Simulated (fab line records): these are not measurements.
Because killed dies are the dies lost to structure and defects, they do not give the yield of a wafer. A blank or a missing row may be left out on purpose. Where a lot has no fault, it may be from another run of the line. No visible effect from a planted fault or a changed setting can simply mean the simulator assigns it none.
fab line records / flow n5Finfet
[record] lots = 4 wafers = 12 lastDay = 16
route steps=1938 shown BEOL_M10@1512 BEOL_M11@1536 PASSIVATION@1936
lots that met no fault: from a run of the same line without faults
startH: the number of hours between the record's first day and the start of the first shown wafer of the lot / waitH: hours elapsed since this lot's preceding step / " same as the row above / L1.1+2: one row covering several wafers at once / - no value, or no start given / * or withheld: withheld / < > ~ a bound
route shown NAME@n: names a module that has steps shown in the file, with the first one's number in the route / usual: mean/standard deviation of fault-free wafers / same: alike in all rows / chamber/n: place in a boat / sites: per-site readings / _std_site: standard deviation across them / _edge_site: inner sites' mean taken away from outer sites' mean / radiusMm: how far each site lies from the wafer's centre / mask NAME#n: copy n / behind: tool/chamber where the wafer was last shaped / hold: what put the lot on hold/how long, in hours/how the hold closed / device: transistor that didn't switch, given as n, p or np / end of line: tests of these same wafers at the route's end / a step without rows: its recipe alone / killed: dies lost to structure and defects at the first sort, not the wafer's yield / map: a wafer's dies, marking killed ones x, the rest . and places with no die _
set.NAME: setting as actually run; set.NAME@STEP: the setting as run at that earlier step / model.NAME: the simulator's own value behind a step, which no gauge read
lots at selected steps of the route; one table per step, one row per wafer
services: when a tool's chamber went out of use (startH, in hours from the record's first day, below 0 if earlier), for how many hours, and the reason
[[steps]]
[step N5_BEOL_M10_TRENCH_ETCH_37]
[recipe] chemistry = C4F6/O2 targetDepthA = 1488.3 target = SiCOH_lowk timeS = 48 ionEnergyEv = 250 pressureMtorr = 30 sourceW = 345 biasW = 185 Ar_flow_sccm = 300 C4F6_flow_sccm = 10 O2_flow_sccm = 10
[step N5_BEOL_M10_ETCH_41]
[recipe] chemistry = CH3F/O2 target = SiCN targetDepthA = 426 taperDeg = 2 timeS = 86 ionEnergyEv = 120 maskMaterial = TiN pressureMtorr = 30 sourceW = 395 biasW = 75 Ar_flow_sccm = 150 CH3F_flow_sccm = 30 O2_flow_sccm = 20
[step N5_BEOL_M10_STRIP_77]
[recipe] chemistry = N2/H2 timeS = 10 powerW = 450 tempC = 40 pressureMtorr = 20 rfFrequencyHz = 6e+07 biasPowerW = 7 n2FlowSccm = 200 h2FlowSccm = 200
[step N5_BEOL_M10_HM_STRIP_39]
[recipe] chemistry = peroxideTinStrip material = TiN targetDepthA = 250 tempC = 50 timeS = 158
[step N5_BEOL_M10_SRD_40]
[recipe] timeS = 30 tempC = 23 rinseLiquid = diw dry = ipaMarangoni
[step N5_BEOL_M10_PRECLEAN_42]
[recipe] chemistry = residueRemover timeS = 60 tempC = 40
[step N5_BEOL_M10_SRD_43]
[recipe] timeS = 30 tempC = 23 rinseLiquid = diw dry = ipaMarangoni
[step N5_BEOL_M10_CURE_72]
[recipe] tempC = 370 timeS = 120 ambient = DMADMS/He material = SiCOH_lowk
[step N5_BEOL_M10_DEGAS_44]
[recipe] ambient = vacuum tempC = 250 timeS = 60
[step N5_BEOL_M10_PRE_CLEAN_45]
[recipe] gas = H2/He timeS = 30 tempC = 250
[step N5_BEOL_M10_ALD_74]
[recipe] material = TaN targetThkA = 20 tempC = 275 aldPrecursorFamily = PDMAT aldCoReactant = NH3 pressureTorr = 3 carrierFlowSccm = 1500 pulseTimeS = 2 purgeTimeS = 3 coReactantPurgeTimeS = 2 coReactantPulseTimeS = 3 aldCycles = 40 precursorVesselTempC = 75 precursorVesselPressureTorr = 26.25 precursorVesselCarrierSccm = 1000
[usual] heaterPowerW = 416/40 precursorVesselPressureTorr = 26.25/0.056
[same] aldCycles = 40 coReactantPurgeTimeS = 2 pulseTimeS = 2
lot.wafer=L612.2 tool=aldMetal-03 chamber=0 startH=232.14 waitH=0.1 heaterPowerW=432 precursorVesselPressureTorr=26.32
lot.wafer=L612.4 tool=aldMetal-03 chamber=2 startH=232.14 waitH=0.1 heaterPowerW=428 precursorVesselPressureTorr=26.22
lot.wafer=L612.5 tool=aldMetal-03 chamber=2 startH=232.14 waitH=0.1 heaterPowerW=425 precursorVesselPressureTorr=26.30
lot.wafer=L623.2 tool=aldMetal-03 chamber=1 startH=305.47 waitH=0.0 heaterPowerW=362 precursorVesselPressureTorr=26.17
lot.wafer=L623.3 tool=aldMetal-03 chamber=2 startH=305.47 waitH=0.0 heaterPowerW=423 precursorVesselPressureTorr=26.25
lot.wafer=L623.4 tool=aldMetal-03 chamber=3 startH=305.47 waitH=0.0 heaterPowerW=478 precursorVesselPressureTorr=26.30
lot.wafer=L621.1 tool=aldMetal-03 chamber=2 startH=305.97 waitH=0.0 heaterPowerW=416 precursorVesselPressureTorr=26.30
lot.wafer=L621.3 tool=aldMetal-03 chamber=3 startH=305.97 waitH=0.0 heaterPowerW=466 precursorVesselPressureTorr=26.30
lot.wafer=L621.5 tool=aldMetal-03 chamber=1 startH=305.97 waitH=0.0 heaterPowerW=353 precursorVesselPressureTorr=26.24
lot.wafer=L625.1 tool=aldMetal-01 chamber=0 startH=339.18 waitH=0.2 heaterPowerW=411 precursorVesselPressureTorr=26.31
lot.wafer=L625.5 tool=aldMetal-01 chamber=0 startH=339.18 waitH=0.2 heaterPowerW=415 precursorVesselPressureTorr=26.28
lot.wafer=L625.6 tool=aldMetal-01 chamber=1 startH=339.18 waitH=0.2 heaterPowerW=351 precursorVesselPressureTorr=26.30
[step N5_BEOL_M10_SURFACE_TREAT_76]
[recipe] gas = Ar timeS = * ionEnergyEv = * ionCurrentMaCm2 = 0.5 pressureMtorr = * arFlowSccm = 30
[step N5_BEOL_M10_CVD_75]
[recipe] material = Co targetThkA = 20 tempC = withheld precursor = CCTBA/H2 pressureTorr = 30 timeS = 138.9
[step N5_BEOL_M10_SPUTTER_48]
[recipe] material = Cu targetThkA = 120 tempC = -20 biasV = 60 powerW = 26000 chamberPressurePa = 0.13 timeS = 2
[step N5_BEOL_M10_ECD_50]
[recipe] material = Cu targetThkA = 3180
[step N5_BEOL_M10_ANNEAL_51]
[recipe] tempC = 225 timeS = 90 ambient = N2
[step N5_BEOL_M10_CMP_52]
[recipe] stopOn = SiCOH_lowk tOverpolishS = 7 downForcePsi = 1 platenRpm = 50 clearingPlatenDownForcePsi = 1.5 clearingPlatenRpm = 50 postCmpClean = cuAlkaline targetThkNm = 140 clearingPlatenPadVelocityMS = 0.99484 padVelocityMS = 0.99484
[step N5_BEOL_M10_PRE_CLEAN_55]
[recipe] gas = NH3 timeS = 15 tempC = withheld rfPowerW = 300
[step N5_BEOL_M10_DEP_56]
[recipe] material = SiCN targetThkA = 150 tempC = withheld precursor = 3MS/NH3 pressureTorr = 3 rfW = 202 timeS = 26.5
[step N5_BEOL_M11_ILD_DEP_00]
[recipe] material = SiCOH_lowk targetThkA = 3085.1 tempC = 300 precursor = DEMS/porogen pressureTorr = 5 rfW = 500 timeS = 58
[step N5_BEOL_M11_CURE_71]
[recipe] tempC = 385 timeS = 240 ambient = He/Ar material = SiCOH_lowk
[step N5_BEOL_M11_PECVD_70]
[recipe] material = SiO2 targetThkA = 200 tempC = 400 precursor = TEOS/O2 pressureTorr = 5.5 rfW = 450 teosFlowSccm = 53.8 gas = O2 flowSccm = 3000 timeS = 22.7
[step N5_BEOL_M11_HM_DEP_02]
[recipe] material = TiN targetThkA = 200 tempC = 25 chamberPressurePa = 0.49996
[step N5_BEOL_M11_COAT_59]
[recipe] resist = SOC tempC = 250 timeS = 60 spinRpm = 1500 resistThkNm = 100
[step N5_BEOL_M11_COAT_60]
[recipe] resist = SiARC tempC = 220 timeS = 60 spinRpm = 1500 resistThkNm = 30
[step N5_BEOL_M11_COAT_05]
[recipe] resist = CAR-ArF spinRpm = 1500 resistThkNm = 90
[step N5_BEOL_M11_EBR_07]
[recipe] solvent = PGMEA ebrWidthMm = 1.5
[step N5_BEOL_M11_SOFTBAKE_06]
[recipe] tempC = 110 timeS = 60 resist = CAR-ArF
[step N5_BEOL_M11_EXPOSE_08]
[recipe] maskId = M11 na = 1.35 sourceShape = dipole sigmaInner = 0.411 sigmaOuter = 0.611 polarization = te doseMj = 53.75
[step N5_BEOL_M11_PEB_09]
[recipe] pebTempC = withheld pebTimeS = 60 resist = CAR-ArF
[step N5_BEOL_M11_DEVELOP_10]
[recipe] developTimeS = 30 developer = TMAH resist = CAR-ArF rinseLiquid = diw dry = airSpin devTempC = 23
[step N5_BEOL_M11_DESCUM_16]
[recipe] chemistry = O2 timeS = 7.9 sourcePowerW = 50 biasPowerW = 20 pressureMtorr = 20 rfFrequencyHz = 2.712e+07 tempC = 40 resist = CAR-ArF o2FlowSccm = 225
[step N5_BEOL_M11_ETCH_61]
[recipe] chemistry = CF4 target = SiARC targetDepthA = 390 maskMaterial = CAR-ArF timeS = 65 ionEnergyEv = 80 pressureMtorr = 40 sourceW = 545 biasW = 36 Ar_flow_sccm = 100 cf4FlowSccm = 100 ends = cleared
[step N5_PASSIVATION_PROBE_49]
[usual] defectLimitedYield = 91.4/1.4 killed_at_M0_to_M3 = 31/10 killed_at_M4_up = 14/5.6 killedAtContacts = 13/6.3 killedAtFrontEnd = 39/10 killedAtOther = 4/3.1 killedDies = 101/16 killedOpen = 65/13 killedShort = 34/7.2 sort_bin_5_function = 5.1/0.88 sort_bin_6_memory = 3.2/0.66 sortNPass = 1079/16 sortYieldPct = 91.4/1.4
[same] grossDies = 1180 killedAtBackSide = 0 sort_bin_4_leakage[%] = 0 sort_bin_8_speed[%] = 0
lot.wafer=L621.1 tool=prober-02 chamber=- startH=356.01 waitH=0.0 defectLimitedYield[%]=79.1 killed_at_M0_to_M3=46 killed_at_M4_up=152 killedAtContacts=11 killedAtFrontEnd=38 killedAtOther=0 killedDies=247 killedOpen=76 killedShort=36 sort_bin_5_function[%]=12.5 sort_bin_6_memory[%]=5.7 sortNPass=933 sortYieldPct[%]=79.1
lot.wafer=L621.3 tool=prober-02 chamber=- startH=356.11 waitH=0.1 defectLimitedYield[%]=83.6 killed_at_M0_to_M3=24 killed_at_M4_up=114 killedAtContacts=8 killedAtFrontEnd=43 killedAtOther=4 killedDies=193 killedOpen=57 killedShort=38 sort_bin_5_function[%]=10.1 sort_bin_6_memory[%]=3.7 sortNPass=987 sortYieldPct[%]=83.6
lot.wafer=L621.5 tool=prober-02 chamber=- startH=356.21 waitH=0.2 defectLimitedYield[%]=81.2 killed_at_M0_to_M3=26 killed_at_M4_up=133 killedAtContacts=9 killedAtFrontEnd=48 killedAtOther=6 killedDies=222 killedOpen=70 killedShort=30 sort_bin_5_function[%]=11.3 sort_bin_6_memory[%]=4.7 sortNPass=958 sortYieldPct[%]=81.2
lot.wafer=L623.2 tool=prober-01 chamber=- startH=362.17 waitH=0.1 defectLimitedYield[%]=83.1 killed_at_M0_to_M3=15 killed_at_M4_up=146 killedAtContacts=15 killedAtFrontEnd=20 killedAtOther=3 killedDies=199 killedOpen=51 killedShort=23 sort_bin_5_function[%]=10.7 sort_bin_6_memory[%]=3.2 sortNPass=981 sortYieldPct[%]=83.1
lot.wafer=L623.3 tool=prober-01 chamber=- startH=362.22 waitH=0.1 defectLimitedYield[%]=80.1 killed_at_M0_to_M3=20 killed_at_M4_up=157 killedAtContacts=9 killedAtFrontEnd=41 killedAtOther=8 killedDies=235 killedOpen=55 killedShort=39 sort_bin_5_function[%]=13.3 sort_bin_6_memory[%]=3.9 sortNPass=945 sortYieldPct[%]=80.1
lot.wafer=L623.4 tool=prober-01 chamber=- startH=362.27 waitH=0.2 defectLimitedYield[%]=85.0 killed_at_M0_to_M3=21 killed_at_M4_up=112 killedAtContacts=18 killedAtFrontEnd=24 killedAtOther=2 killedDies=177 killedOpen=53 killedShort=30 sort_bin_5_function[%]=10.0 sort_bin_6_memory[%]=3.1 sortNPass=1003 sortYieldPct[%]=85.0
// killed by level:class
L621.1 BEOL_M10:unspecified=130 BEOL_M0_SAQP:geometricParticle:open=16 BEOL_M0_SAQP:geometricParticle:short=11 BEOL_M4:geometricParticle:open=10 FIN_SAQP:geometricParticle:open=8 MOL_CONTACT_COAG:geometricParticle:open=8 BEOL_M2:geometricParticle:open=8 DUMMY_GATE:geometricParticle:open=5
L621.3 BEOL_M10:unspecified=94 STI_FIN_REVEAL:geometricParticle:open=8 BEOL_M0_SAQP:geometricParticle:short=7 FIN_SAQP:geometricParticle:short=6 DUMMY_GATE:geometricParticle:open=6 MOL_CONTACT_COAG:geometricParticle:open=6 BEOL_M0_SAQP:geometricParticle:open=6 BEOL_M4:geometricParticle:open=6
L621.5 BEOL_M10:unspecified=119 DUMMY_GATE:geometricParticle:open=12 FIN_SAQP:geometricParticle:open=10 MOL_CONTACT_COAG:geometricParticle:open=9 BEOL_M2:geometricParticle:open=8 FIN_SAQP:geometricParticle:short=7 BEOL_M4:geometricParticle:open=6 STARTING-WAFER:geometricParticle:open=6
L623.2 BEOL_M10:unspecified=121 MOL_CONTACT_COAG:geometricParticle:open=13 BEOL_M4:geometricParticle:open=8 FIN_SAQP:geometricParticle:open=7 BEOL_M0_SAQP:geometricParticle:short=7 BEOL_M6:geometricParticle:open=5 STI_FIN_REVEAL:geometricParticle:open=4 BEOL_M3:geometricParticle:short=4
L623.3 BEOL_M10:unspecified=140 GATE_CUT:geometricParticle:short=9 FIN_SAQP:geometricParticle:open=7 FIN_SAQP:geometricParticle:short=6 STI_FIN_REVEAL:geometricParticle:open=6 MOL_CONTACT_COAG:geometricParticle:open=6 BEOL_M0_SAQP:geometricParticle:open=5 BEOL_M0_SAQP:geometricParticle:short=5
L623.4 BEOL_M10:unspecified=92 MOL_CONTACT_COAG:geometricParticle:open=11 BEOL_M0_SAQP:geometricParticle:open=8 MOL_CONTACT_COAG:geometricParticle:short=7 BEOL_M4:geometricParticle:open=7 FIN_SAQP:geometricParticle:open=6 FIN_SAQP:geometricParticle:short=5 BEOL_M4:geometricParticle:short=5
// map L621.1 (x killed, . not)
_________________...xx..x....________________
______________..x....x.x......x._____________
___________.....x...xx...x....x....__________
__________.........................._________
________.....x.....x..x.....x........x_______
_______...............x...........x....______
______......x......x...xxx.........x...._____
_____....x..x....x......xxxx..xx.x.......____
____.x.........x....x.xxx.xxxxx..x........___
___......................xxxxxxx...........__
___.........x.......x.x.xxxxxxxxxxxx.....x.__
__................x.x.xxxxxxxxxxxxxx.....x.._
__..............xxx....xxxxxxxxxxxxx.x......_
_..xx...........x.....xxxxxxxxxxxxxxx.....x..
_.....x.............xx.xxxxxxxxxxxxxx........
_..xx.....x............xxxxxxxxxxxx..x.......
_...x.......x..x..x.x..xxxxxxxxxxx...........
_.....xx.................xxxxxxx.x...xx......
_...............x.....x..xx..xx...xxx......x.
_.x...x...........x.x......x..x..............
_..................x........x.x....x....x....
__...x.x..............x.x.......xx.........._
__.......xx..x...x.........................._
___x.xx...........x.......x........xx......__
___.....x.........................xx.......__
____...........xx...............x.........___
_____...........x.x......................____
______............x.........x..........._____
_______...x.....x..x..............x....______
________....x.....x....x.............._______
__________x......x.................._________
___________......x...x.............__________
______________.......x..x...x..._____________
_________________.....x......________________
// map L623.3 (x killed, . not)
_________________............________________
______________..x..............._____________
___________....................x...__________
__________.........................._________
________.....x...x...................._______
_______............x...................______
______......x..................x....x..._____
_____.............x.....x...xxxx.xx.....x____
____............x.....x.x.x.xx.x..x......x___
___...............xx..x..xxxxxxxxxx..x.....__
___..................x.xxxxxxxxxxxxxx..xx..__
__x........x.........x.xxxxxxxxxxx.x........_
__.......x............xxxxxxxxxxxxxxx......._
_..................x..xxxxxxxxxxxxx.xx.......
_.x....x...x.....x..x...xxxxxxxxxxxx.........
_..........x.....xx.xxxxxxxxxxxxxxxx.........
_..x...x......x.....x.xxxxxxxxxxxxx..........
_.......x..x......xx..xxxxxxxxxxx.x....x....x
_.......................x.xxxxxxx.......x....
_......x..........x.......x..x..x............
_....x...........x.x.....xx...x..............
__.x......x....x...x.x.x.x.....x............_
__..xx....x..................x.............._
___......x.................x........x......__
___..x....x..x.............................__
____..........x..xx..........x............___
_____...........................xx.......____
______........................x.....x..._____
_______........xxxx............x.......______
________.............................._______
__________.x........x..............._________
___________...x.....x.x...x...x....__________
______________.....x............_____________
_________________........x...________________
[[services]]
tool=aldMetal-03 chamber=- startH=234.39 hours=8.7 kind=pm
tool=aldMetal-03 chamber=3 startH=243.38 hours=8.7 kind=repair
tool=aldMetal-01 chamber=0 startH=252.53 hours=34.1 kind=repair
tool=aldMetal-01 chamber=- startH=257.65 hours=6.0 kind=pm
tool=aldMetal-03 chamber=0 startH=291.00 hours=3.5 kind=repair
[[key]]
[firstSign] step = N5_PASSIVATION_PROBE_49 reading = killed_at_M4_up direction = up sigmas = 22 usual = 14 struck = 136
[effect] step = N5_PASSIVATION_PROBE_49 reading = defectLimitedYield direction = down sigmas = 6.8 usual = 91.4 struck = 82.0
[moreKillsBornAt] N5_BEOL_M10_ALD_74@aldMetal-03 = 696
metAt N5_BEOL_M10_ALD_74
struckWafers L621.1,L621.3,L621.5,L623.2,L623.3,L623.4
onsetBetween 232.14 305.47
[fault] kind = chamberParticleSource tool = aldMetal-03 chamber = - onsetH = 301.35 steps = N5_BEOL_M10_ALD_74 ratePerVisitCm2 = 1.1547 endH = 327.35
